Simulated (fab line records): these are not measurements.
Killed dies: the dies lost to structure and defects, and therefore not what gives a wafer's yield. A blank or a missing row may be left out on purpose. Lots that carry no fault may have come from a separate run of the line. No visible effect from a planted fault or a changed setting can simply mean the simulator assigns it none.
Lot-split experiment	flow n5Finfet	7 lots, 39 wafers read, on a route of 1938 steps

## THE SPLIT
At N5_MOL_CONTACT_COAG_PRECLEAN_111 (cleans in NF3:NH3, afs cycles 1, time 20 s, sublimation time 60 s), the setting timeS was moved away from the recipe's 20 s on 12 of the 39 wafers read, by -15.6% to +56.8%. The other wafers ran this setting at the recipe's value.

## FROM THE SPLIT TO THE READING: what the file shows between them, 9 steps
- N5_MOL_CONTACT_COAG_TI_SIL_19: material Ti, target thk 4.2 nm, time 15 s
- N5_MOL_CONTACT_COAG_ALD_20: deposits TiN, target thk 1.5 nm, pulse time 1 s, purge time 3 s
- N5_MOL_CONTACT_COAG_PRECLEAN_125: cleans in DIW, time 57.5 s
- N5_MOL_CONTACT_COAG_SRD_126: dry time 32 s
- N5_MOL_CONTACT_COAG_CMP_23: polishes, stops on SiO2, t overpolish 1.5 s, target thk 0 nm
- N5_MOL_CONTACT_COAG_WET_ETCH_26: target Co, target depth 13 nm
- N5_MOL_CONTACT_COAG_WET_ETCH_116: etches the open film in SC1-inhibited, target depth 4.6 nm, rinse time 30 s
- N5_MOL_CONTACT_COAG_ALD_27: deposits SiOC, target thk 17 nm, pulse time 1.5 s, time 2720 s
- N5_MOL_CONTACT_COAG_CMP_28: polishes, stops on SiNx, t overpolish 0.85 s, target thk 14.522 nm

## THE READING
MD_CAP_THK in nanometres, read at N5_MOL_CONTACT_COAG_THK_MEAS_29. Fault-free wafers of this fab line usually give 17.92 nm, standard deviation 0.088 nm.

wafer	tool, chamber at the split	timeS as run, s	against the recipe	MD_CAP_THK, nm	against lot-mates on the recipe
L074.3	remotePlasma-02, 1	20	recipe	17.81	-
L074.4	remotePlasma-02, 1	20	recipe	17.85	-
L074.5	remotePlasma-02, 1	20	recipe	17.88	-
L077.1	remotePlasma-02, 0	16.87	-15.6%	18.20	+0.22
L077.2	remotePlasma-02, 0	20	recipe	17.95	-
L077.3	remotePlasma-02, 0	20	recipe	18.04	-
L077.4	remotePlasma-02, 0	16.87	-15.6%	18.01	+0.03
L077.5	remotePlasma-02, 0	20	recipe	17.96	-
L077.6	remotePlasma-02, 0	16.87	-15.6%	18.01	+0.03
L078.1	remotePlasma-02, 1	20	recipe	17.93	-
L078.2	remotePlasma-02, 1	20	recipe	17.94	-
L078.3	remotePlasma-02, 1	31.17	+55.9%	17.49	-0.42
L078.4	remotePlasma-02, 1	31.17	+55.9%	17.53	-0.38
L078.5	remotePlasma-02, 1	31.17	+55.9%	17.56	-0.35
L078.6	remotePlasma-02, 1	20	recipe	17.85	-
L081.1	remotePlasma-02, 1	20	recipe	17.90	-
L081.2	remotePlasma-02, 1	28.35	+41.8%	17.53	-0.33
L081.3	remotePlasma-02, 1	28.35	+41.8%	17.61	-0.25
L081.4	remotePlasma-02, 1	28.35	+41.8%	17.65	-0.21
L081.5	remotePlasma-02, 1	20	recipe	17.83	-
L081.6	remotePlasma-02, 1	20	recipe	17.84	-
L087.1	remotePlasma-02, 1	20	recipe	17.90	-
L087.2	remotePlasma-02, 1	20	recipe	17.94	-
L087.3	remotePlasma-02, 1	20	recipe	17.82	-
L087.4	remotePlasma-02, 1	20	recipe	17.82	-
L087.5	remotePlasma-02, 1	20	recipe	17.89	-
L087.6	remotePlasma-02, 1	20	recipe	17.97	-
L088.1	remotePlasma-02, 1	20	recipe	17.85	-
L088.2	remotePlasma-02, 1	20	recipe	17.98	-
L088.3	remotePlasma-02, 1	20	recipe	17.94	-
L088.4	remotePlasma-02, 1	20	recipe	17.91	-
L088.5	remotePlasma-02, 1	20	recipe	17.83	-
L088.6	remotePlasma-02, 1	20	recipe	17.94	-
L092.1	remotePlasma-02, 1	20	recipe	17.93	-
L092.2	remotePlasma-02, 1	31.35	+56.8%	17.53	-0.40
L092.3	remotePlasma-02, 1	20	recipe	17.87	-
L092.4	remotePlasma-02, 1	20	recipe	17.99	-
L092.5	remotePlasma-02, 1	31.35	+56.8%	17.61	-0.32
L092.6	remotePlasma-02, 1	31.35	+56.8%	17.66	-0.27

FIT RESULTS
A straight line over all 39 wafers: MD_CAP_THK changes by -0.00656 nm for each +1% of timeS; r = -0.92; the points scatter about the line by 0.068 nm.
The same after taking each lot's own level away (the mean of its wafers on the recipe; 39 wafers): -0.00625 nm for each +1%; r = -0.94; scatter 0.053 nm.
The reading moves by 0.35 nm for the largest change in timeS, on that fit.
The span of the lots' own levels, 17.847 to 17.983 nm, comes to 1.6 times the standard deviation stated above.
The two slopes are in agreement: the lot-to-lot level therefore moves the slope only a little.
Check: for one of the wafers moved furthest among these (+56.8%), held out of the fit, the line's prediction against its lot-mates is -0.349 nm. It came out at -0.4 nm against them.

## THE WHOLE CHAIN: every reading that the file lists as answering this split, in the file's order
step	what it does	reading	change (the file's fit)	r (the file's)
N5_MOL_CONTACT_COAG_PRECLEAN_111	cleans in NF3:NH3, afs cycles 1, time 20 s, sublimation time 60 s	SiNx_of_SPACER0_ALD_07.thkNm (the simulator's own value, which no gauge read)	-0.00733 nm for each +1% of the setting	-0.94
N5_MOL_CONTACT_COAG_CMP_23	polishes, stops on SiO2, t overpolish 1.5 s, target thk 0 nm	SiNx_of_GATE_CUT_SAC_CAP_01.thkNm (the simulator's own value, which no gauge read)	-0.00596 nm for each +1% of the setting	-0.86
N5_MOL_CONTACT_COAG_WET_ETCH_26	target Co, target depth 13 nm	SiNx_of_GATE_CUT_SAC_CAP_01.thkNm (the simulator's own value, which no gauge read)	-0.00642 nm for each +1% of the setting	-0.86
N5_MOL_CONTACT_COAG_WET_ETCH_116	etches the open film in SC1-inhibited, target depth 4.6 nm, rinse time 30 s	SiNx_of_GATE_CUT_SAC_CAP_01.thkNm (the simulator's own value, which no gauge read)	-0.00654 nm for each +1% of the setting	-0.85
N5_MOL_CONTACT_COAG_THK_MEAS_29		MD_CAP_THK	-0.00632 for each +1% of the setting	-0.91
N5_MOL_CONTACT_COAG_ETCH_47	etches SiNx in CH3F/O2, stops on W, target depth 27 nm	etch.depthNm (the simulator's own value, which no gauge read)	-0.00573 nm for each +1% of the setting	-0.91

## THE FILE'S OWN FIT
MD_CAP_THK changes by -0.00632 nm for each +1% of timeS, r = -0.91.
